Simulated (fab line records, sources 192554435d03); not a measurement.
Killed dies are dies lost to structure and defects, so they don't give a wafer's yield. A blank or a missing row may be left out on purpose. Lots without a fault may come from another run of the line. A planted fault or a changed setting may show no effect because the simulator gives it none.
One fault seen from 2 desks | flow n5_finfet | each desk has only its own numbers; what lay behind them comes last

THE METROLOGY DESK
What the gauges read, lot by lot, whatever tool the lot ran on: means of the sampled wafers that have a number. A lot is out of limits, marked OUT, if its mean lies more than 4 standard deviations from the usual mean; the brackets give that distance.
Columns: A = M10_THK at N5_BEOL_M10_THK_MEAS_53, usual 139 nm
lot  | first seen here | A
L931 | day 10 10:45    | 135
L932 | day 10 16:59    | 135
L936 | day 11 13:22    | 136
L937 | day 11 17:50    | 140
L938 | day 11 20:01    | 142
L939 | day 12 06:21    | 138
L941 | day 12 10:51    | 140
L940 | day 12 15:11    | 144
L946 | day 15 01:48    | 138
L948 | day 15 15:39    | 136
L952 | day 16 23:12    | 139
L951 | day 18 06:49    | 140
This desk's finding: nothing out of limits on any of the 12 lots.

THE TOOL OWNER'S DESK: litho_track-04
The tool's own readings at N5_BEOL_M11_COAT_59 (time 60 s, resist thk 100 nm): means of the sampled wafers that have a number, for each lot that ran on this tool. A lot is out of limits, marked OUT, if its mean lies more than 4 standard deviations from the usual mean; the brackets give that distance.
Columns: A = spin_speed_rpm at N5_BEOL_M11_COAT_59, usual 1499.9 rpm
lot  | first seen here | A
L931 | day 10 12:26    | 1499.9
L932 | day 10 19:11    | 1500.2
L936 | day 11 15:13    | 1498.2
L937 | day 11 19:36    | 1500.0
L941 | day 12 14:38    | 2142.5 (+99 or more) OUT
L940 | day 12 16:22    | 2142.3 (+99 or more) OUT
L946 | day 15 03:35    | 1499.8
L952 | day 17 01:02    | 1501.7
This desk's finding: out of limits on L940, L941; first on L941, day 12 14:38 (spin_speed_rpm at N5_BEOL_M11_COAT_59). In limits: L931, L932, L936, L937, L946, L952.

PUT TOGETHER
The tool owner's desk could have raised an alarm at day 12 14:38, on L940, L941.
The metrology desk saw nothing out of limits.
The metrology desk has L940, L941 on record, within its limits.
Of the lots named, all ran N5_BEOL_M11_COAT_59 on litho_track-04.

WHAT THE SIMULATOR HAD PUT IN
Process parameter drift: litho_track-04, from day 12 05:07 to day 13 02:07, at N5_BEOL_M11_COAT_59. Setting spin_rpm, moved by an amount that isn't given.
Lots struck among those shown: L940, L941.
Hours from the fault's start to each desk's first reading out of limits: the tool owner's desk, 10.
